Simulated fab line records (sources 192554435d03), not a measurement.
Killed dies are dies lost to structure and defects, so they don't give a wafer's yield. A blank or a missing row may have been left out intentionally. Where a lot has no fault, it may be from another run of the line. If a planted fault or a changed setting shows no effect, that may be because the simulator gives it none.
Matching of chambers    flow n5_finfet    rie_diel-02 running N5_MOL_CONTACT_COAG_ETCH_48: 4 sister chambers
The step etches SiOC in C4F6/O2, target depth 15 nm, overetch 4.5 nm, time 17 s. 8 wafers are shown with their chamber, then 7 later ones without.

WAFERS, EACH WITH ITS CHAMBER
wafer   chamber  throttle_valve_pct (%)  showerhead_plenum_p_Torr (Torr)
L970.1  3        40.5                    2.98
L970.5  3        40.5                    2.98
L973.4  2        40.7                    2.71
L978.1  0        41.1                    3.03
L978.3  2        40.7                    2.70
L978.4  1        40.2                    2.76
L980.1  0        41.1                    3.02
L980.4  1        40.1                    2.76

WAFERS WHOSE CHAMBER IS MISSING
wafer   throttle_valve_pct (%)  showerhead_plenum_p_Torr (Torr)
L980.6  41.1                    3.02
L981.3  40.7                    2.70
L981.4  40.2                    2.76
L981.5  40.5                    2.97
L982.3  40.2                    2.76
L982.4  40.5                    2.97
L982.6  40.2                    2.76

THE CHAMBER EACH PASSED THROUGH
wafer   from the rows above  in truth
L980.6  0                    0
L981.3  2                    2
L981.4  1                    1
L981.5  3                    3
L982.3  1                    1
L982.4  3                    3
L982.6  1                    1
Correct placement for 7 of the 7. Number that these rows cannot place: 0. Number placed wrongly: 0.
How it was worked out, from the rows above alone: a wafer's distance from a chamber is the root of the sum, over the readings, of the square of ((its reading less the chamber's mean) divided by the reading's scatter). If the next closest chamber is less than 2 further off than the closest, the wafer can't be placed; otherwise it belongs to the closest. The mean given for a chamber averages the wafers shown for that chamber. The scatter is the square root of a quotient: the sum, over the shown wafers, of each reading's squared deviation from its chamber's mean, divided by wafers minus chambers.
